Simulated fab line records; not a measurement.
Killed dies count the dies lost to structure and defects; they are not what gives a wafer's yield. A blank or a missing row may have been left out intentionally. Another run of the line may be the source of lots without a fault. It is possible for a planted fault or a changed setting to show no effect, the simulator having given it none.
Which tool is to blame? :: flow n5-finfet :: 13 lots, 37 wafers sampled, at 5 steps of a route of 1938

## WHAT THE GAUGES READ, wafer by wafer
Not one reading of a measure or inspect step in the record can be checked against a usual standard deviation.

## WHICH TOOL RAN EACH LOT (tool, then ch and the chambers of the sampled wafers, then the start)
lot: L722
N5_BEOL_M15_PRE_CLEAN_42: pvd-sputter-01, day 13 11:52
N5_MIM_BOT_DEGAS_01: pvd-sputter-02, day 13 15:25
N5_MIM_TOP_ALD_01: ald-hk-01 ch 0,3, day 13 15:00
N5_MIM_TOP_ALD_02: ald-hk-01 ch 0,3, no start
N5_PASSIVATION_PROBE_49: -

lot: L721
N5_BEOL_M15_PRE_CLEAN_42: pvd-sputter-01, day 13 19:26
N5_MIM_BOT_DEGAS_01: pvd-sputter-03, day 13 23:25
N5_MIM_TOP_ALD_01: ald-hk-03 ch 1,3, day 13 23:00
N5_MIM_TOP_ALD_02: ald-hk-03 ch 1,3, no start
N5_PASSIVATION_PROBE_49: -

lot: L723
N5_BEOL_M15_PRE_CLEAN_42: pvd-sputter-02, day 13 19:28
N5_MIM_BOT_DEGAS_01: pvd-sputter-03, day 13 23:32
N5_MIM_TOP_ALD_01: ald-hk-02 ch 0,2,3, day 13 23:00
N5_MIM_TOP_ALD_02: ald-hk-02 ch 0,2,3, no start
N5_PASSIVATION_PROBE_49: -

lot: L724
N5_BEOL_M15_PRE_CLEAN_42: pvd-sputter-01, day 14 10:37
N5_MIM_BOT_DEGAS_01: pvd-sputter-03, day 14 13:49
N5_MIM_TOP_ALD_01: ald-hk-01 ch 0,1,2, day 14 14:00
N5_MIM_TOP_ALD_02: ald-hk-01 ch 0,1,2, no start
N5_PASSIVATION_PROBE_49: -

lot: L728
N5_BEOL_M15_PRE_CLEAN_42: pvd-sputter-02, day 15 00:44
N5_MIM_BOT_DEGAS_01: pvd-sputter-03, day 15 03:36
N5_MIM_TOP_ALD_01: ald-hk-01 ch 0,3, day 15 03:00
N5_MIM_TOP_ALD_02: ald-hk-01 ch 0,3, no start
N5_PASSIVATION_PROBE_49: -

lot: L730
N5_BEOL_M15_PRE_CLEAN_42: pvd-sputter-02, day 15 08:34
N5_MIM_BOT_DEGAS_01: pvd-sputter-01, day 15 11:38
N5_MIM_TOP_ALD_01: ald-hk-01 ch 2,3, day 15 11:00
N5_MIM_TOP_ALD_02: ald-hk-01 ch 2,3, no start
N5_PASSIVATION_PROBE_49: -

lot: L736
N5_BEOL_M15_PRE_CLEAN_42: pvd-sputter-01, day 16 15:38
N5_MIM_BOT_DEGAS_01: pvd-sputter-02, day 16 18:09
N5_MIM_TOP_ALD_01: ald-hk-02 ch 0,2,3, day 16 18:00
N5_MIM_TOP_ALD_02: ald-hk-02 ch 0,2,3, no start
N5_PASSIVATION_PROBE_49: -

lot: L734
N5_BEOL_M15_PRE_CLEAN_42: pvd-sputter-03, day 16 18:04
N5_MIM_BOT_DEGAS_01: pvd-sputter-01, day 16 21:25
N5_MIM_TOP_ALD_01: ald-hk-01 ch 0,1,2, day 16 21:00
N5_MIM_TOP_ALD_02: ald-hk-01 ch 0,1,2, day 17 10:14 or earlier
N5_PASSIVATION_PROBE_49: prober-01, day 17 10:14

lot: L740
N5_BEOL_M15_PRE_CLEAN_42: pvd-sputter-02, day 17 10:25
N5_MIM_BOT_DEGAS_01: pvd-sputter-02, day 17 13:21
N5_MIM_TOP_ALD_01: ald-hk-03 ch 0,2, day 17 13:00
N5_MIM_TOP_ALD_02: ald-hk-03 ch 0,2, no start
N5_PASSIVATION_PROBE_49: -

lot: L738
N5_BEOL_M15_PRE_CLEAN_42: pvd-sputter-03, day 17 10:26
N5_MIM_BOT_DEGAS_01: pvd-sputter-01, day 17 13:22
N5_MIM_TOP_ALD_01: ald-hk-02 ch 0,2,3, day 17 13:00
N5_MIM_TOP_ALD_02: ald-hk-02 ch 0,2,3, no start
N5_PASSIVATION_PROBE_49: -

lot: L739
N5_BEOL_M15_PRE_CLEAN_42: pvd-sputter-01, day 18 12:35
N5_MIM_BOT_DEGAS_01: pvd-sputter-01, day 18 15:22
N5_MIM_TOP_ALD_01: ald-hk-02 ch 0,3, day 18 15:00
N5_MIM_TOP_ALD_02: ald-hk-02 ch 0,3, no start
N5_PASSIVATION_PROBE_49: -

lot: L737
N5_BEOL_M15_PRE_CLEAN_42: pvd-sputter-02, day 19 00:40
N5_MIM_BOT_DEGAS_01: pvd-sputter-03, day 19 03:38
N5_MIM_TOP_ALD_01: ald-hk-02 ch 1,2, day 19 03:00
N5_MIM_TOP_ALD_02: ald-hk-02 ch 1,2, no start
N5_PASSIVATION_PROBE_49: -

lot: L744
N5_BEOL_M15_PRE_CLEAN_42: pvd-sputter-03, day 20 03:40
N5_MIM_BOT_DEGAS_01: pvd-sputter-02, day 20 07:10
N5_MIM_TOP_ALD_01: ald-hk-03 ch 1,3, day 20 07:00
N5_MIM_TOP_ALD_02: ald-hk-03 ch 1,3, no start
N5_PASSIVATION_PROBE_49: -
- N5_BEOL_M15_PRE_CLEAN_42: time 30 s.
- N5_MIM_BOT_DEGAS_01: time 60 s.
- N5_MIM_TOP_ALD_01: deposits HfO2, target thk 5.6 nm, pulse time 1 s, purge time 3 s.
- N5_MIM_TOP_ALD_02: deposits Al2O3, purge time 3 s, co reactant pulse time 3 s.
- N5_PASSIVATION_PROBE_49

## WHAT THE TOOLS THEMSELVES READ (means of the sampled wafers that have a number; where no wafer has one, the mark that the record gives instead)
N5_BEOL_M15_PRE_CLEAN_42.
lot: L722
tool: pvd-sputter-01
heater-power-w (W): 526

lot: L721
tool: pvd-sputter-01
heater-power-w (W): 456

lot: L723
tool: pvd-sputter-02
heater-power-w (W): 428

lot: L724
tool: pvd-sputter-01
heater-power-w (W): 489

lot: L728
tool: pvd-sputter-02
heater-power-w (W): 394

lot: L730
tool: pvd-sputter-02
heater-power-w (W): 428

lot: L736
tool: pvd-sputter-01
heater-power-w (W): 514

lot: L734
tool: pvd-sputter-03
heater-power-w (W): 395

lot: L740
tool: pvd-sputter-02
heater-power-w (W): 412

lot: L738
tool: pvd-sputter-03
heater-power-w (W): 385

lot: L739
tool: pvd-sputter-01
heater-power-w (W): 489

lot: L737
tool: pvd-sputter-02
heater-power-w (W): 410

lot: L744
tool: pvd-sputter-03
heater-power-w (W): 387

N5_MIM_BOT_DEGAS_01.
lot: L722
tool: pvd-sputter-02
heater-power-w (W): 422

lot: L721
tool: pvd-sputter-03
heater-power-w (W): 381

lot: L723
tool: pvd-sputter-03
heater-power-w (W): 498

lot: L724
tool: pvd-sputter-03
heater-power-w (W): 470

lot: L728
tool: pvd-sputter-03
heater-power-w (W): 433

lot: L730
tool: pvd-sputter-01
heater-power-w (W): 514

lot: L736
tool: pvd-sputter-02
heater-power-w (W): 420

lot: L734
tool: pvd-sputter-01
heater-power-w (W): 466

lot: L740
tool: pvd-sputter-02
heater-power-w (W): 441

lot: L738
tool: pvd-sputter-01
heater-power-w (W): 454

lot: L739
tool: pvd-sputter-01
heater-power-w (W): 508

lot: L737
tool: pvd-sputter-03
heater-power-w (W): 396

lot: L744
tool: pvd-sputter-02
heater-power-w (W): 414

N5_MIM_TOP_ALD_01.
lot: L722
tool: ald-hk-01
precursor-pulse-height-rel: 1.012

lot: L721
tool: ald-hk-03
precursor-pulse-height-rel: 1.003

lot: L723
tool: ald-hk-02
precursor-pulse-height-rel: 0.991

lot: L724
tool: ald-hk-01
precursor-pulse-height-rel: 1.007

lot: L728
tool: ald-hk-01
precursor-pulse-height-rel: 0.997

lot: L730
tool: ald-hk-01
precursor-pulse-height-rel: 1.010

lot: L736
tool: ald-hk-02
precursor-pulse-height-rel: 0.994

lot: L734
tool: ald-hk-01
precursor-pulse-height-rel: 1.008

lot: L740
tool: ald-hk-03
precursor-pulse-height-rel: 1.016

lot: L738
tool: ald-hk-02
precursor-pulse-height-rel: 0.997

lot: L739
tool: ald-hk-02
precursor-pulse-height-rel: 1.015

lot: L737
tool: ald-hk-02
precursor-pulse-height-rel: 0.996

lot: L744
tool: ald-hk-03
precursor-pulse-height-rel: 1.011

N5_MIM_TOP_ALD_02.
lot: L722
tool: ald-hk-01
precursor-pulse-height-rel: 1.031

lot: L721
tool: ald-hk-03
precursor-pulse-height-rel: 1.002

lot: L723
tool: ald-hk-02
precursor-pulse-height-rel: 0.995

lot: L724
tool: ald-hk-01
precursor-pulse-height-rel: 1.019

lot: L728
tool: ald-hk-01
precursor-pulse-height-rel: 1.000

lot: L730
tool: ald-hk-01
precursor-pulse-height-rel: 1.010

lot: L736
tool: ald-hk-02
precursor-pulse-height-rel: 1.006

lot: L734
tool: ald-hk-01
precursor-pulse-height-rel: 1.010

lot: L740
tool: ald-hk-03
precursor-pulse-height-rel: 1.004

lot: L738
tool: ald-hk-02
precursor-pulse-height-rel: 1.003

lot: L739
tool: ald-hk-02
precursor-pulse-height-rel: 0.993

lot: L737
tool: ald-hk-02
precursor-pulse-height-rel: 1.008

lot: L744
tool: ald-hk-03
precursor-pulse-height-rel: 0.987

N5_PASSIVATION_PROBE_49.
lot: L734
tool: prober-01
defect-limited-yield (%): 92.5
killed_at_M0_to_M3: 23
killed_at_M4_up: 9
killed-at-contacts: 14
killed-at-front-end: 37
killed-at-other: 5
killed-dies: 88
killed-open: 52
killed-short: 36
sort_bin_5_function (%): 4.4
sort_bin_6_memory (%): 2.8
sort-n-pass: 1092
sort-yield-pct (%): 92.5

## THE ANSWER, worked out from the rows above alone
Rule: the lots themselves supply what counts as usual. Put in order of their means at a reading, lots are off if they are a third of the lots or fewer, leave a main group of 4 or more, and stand apart from it by a gap of 3 or more times the standard deviation of the main group's means; of several such gaps the widest counts. The tables above print the reading to a certain number of digits; a main group whose means all agree to those digits is not used. Also off: a lot with no number at a reading for which 4 or more lots have one. Any other lot the step has rows for is counted as sound. After the gauges, taken in route order, come the tools' own readings; for these a lot's mean is taken, as printed above. The first step at which some lot is off is used, and at that step the reading that is off furthest; a lot without a number counts as furthest.
None of the lots is off at any reading shown; this tells nothing.

## WHAT THE SIMULATOR PUT IN
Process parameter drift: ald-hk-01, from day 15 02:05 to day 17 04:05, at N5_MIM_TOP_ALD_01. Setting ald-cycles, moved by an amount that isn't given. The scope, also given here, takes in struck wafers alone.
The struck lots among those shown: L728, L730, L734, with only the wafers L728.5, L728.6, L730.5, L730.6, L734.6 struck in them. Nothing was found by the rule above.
